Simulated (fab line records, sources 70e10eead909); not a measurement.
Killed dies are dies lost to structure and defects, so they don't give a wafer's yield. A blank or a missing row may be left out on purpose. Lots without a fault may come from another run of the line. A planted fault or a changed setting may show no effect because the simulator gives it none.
Chamber matching | flow nand_harc | NHARC_A_CONTACT_ETCH_91 on rie_diel-10: 4 sister chambers
The step etches the open film in CH3F/O2, target depth 40 nm, time 85.7 s. 8 wafers are shown with their chamber, then 8 later ones without.

WAFERS WITH THEIR CHAMBER
wafer  | chamber | showerhead_plenum_p_Torr (Torr) | rf_vpp_V (V)
L406.4 | 0       | 2.59                            | 245.3
L415.3 | 2       | 2.31                            | 241.8
L415.4 | 3       | 2.33                            | 242.5
L415.5 | 3       | 2.33                            | 242.7
L419.1 | 1       | 2.51                            | 245.4
L419.3 | 2       | 2.31                            | 241.5
L419.6 | 0       | 2.58                            | 246.8
L418.3 | 1       | 2.51                            | 243.2

WAFERS WITHOUT THEIR CHAMBER
wafer  | showerhead_plenum_p_Torr (Torr) | rf_vpp_V (V)
L418.5 | 2.51                            | 244.7
L418.6 | 2.58                            | 245.4
L420.3 | 2.51                            | 244.6
L420.4 | 2.58                            | 246.1
L420.6 | 2.32                            | 242.5
L425.4 | 2.51                            | 245.7
L425.5 | 2.51                            | 246.6
L425.6 | 2.58                            | 244.6

WHICH CHAMBER EACH WENT THROUGH
wafer  | from the rows above     | in truth
L418.5 | 1                       | 1
L418.6 | 0                       | 0
L420.3 | 1                       | 1
L420.4 | 0                       | 0
L420.6 | can't be placed: 3 or 2 | 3
L425.4 | 1                       | 1
L425.5 | 1                       | 1
L425.6 | 0                       | 0
Placed correctly: 7 of 8. Can't be placed from these rows: 1 (the true chamber is among the candidates in 1). Placed wrongly: 0.
How it was worked out, from the rows above alone: a wafer's distance from a chamber is the root of the sum, over the readings, of the square of ((its reading less the chamber's mean) divided by the reading's scatter). The wafer belongs to the nearest chamber; if the next one is less than 2 further off, it can't be placed. A chamber's mean is the mean of its shown wafers. The scatter: the root of (the sum of the squares of (reading less its chamber's mean) over the shown wafers, divided by (wafers less chambers)).
